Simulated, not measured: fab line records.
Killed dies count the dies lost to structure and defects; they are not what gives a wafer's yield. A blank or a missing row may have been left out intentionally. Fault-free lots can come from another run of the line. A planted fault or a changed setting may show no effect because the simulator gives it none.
Chamber matching ; flow n5 finfet ; rie diel-01 running N5_BEOL_M2_DESCUM_16: 4 sister chambers
The step chemistry O2, time 7 s. 4 wafers are shown with their chamber, then 7 later ones without.

WAFERS, EACH WITH ITS CHAMBER
wafer;chamber;showerhead plenum p Torr (Torr)
L085.1;1;2.06
L085.5;2;2.16
L090.1;0;2.01
L090.3;3;2.19

WAFERS WHOSE CHAMBER IS MISSING
wafer;showerhead plenum p Torr (Torr)
L090.5;2.01
L091.2;2.15
L091.4;2.01
L091.6;2.06
L095.1;2.06
L095.2;2.15
L095.5;2.15

THE CHAMBER EACH PASSED THROUGH
wafer;from the rows above;in truth
L090.5;0;0
L091.2;2;2
L091.4;0;0
L091.6;1;1
L095.1;1;1
L095.2;2;2
L095.5;2;2
7 of 7 placed correctly. Left unplaced by these rows: 0. Placed wrongly: 0.
How it was worked out, from the rows above alone: a wafer's distance from a chamber is the root of the sum, over the readings, of the square of ((its reading less the chamber's mean) divided by the reading's scatter). The wafer belongs to the nearest chamber; if the next one is less than 2 further off, it can't be placed. For every chamber, the mean is computed from those of its wafers that are shown. The scatter: root of mean squared gap, hidden wafer to nearest shown wafer, with one shown wafer a chamber.
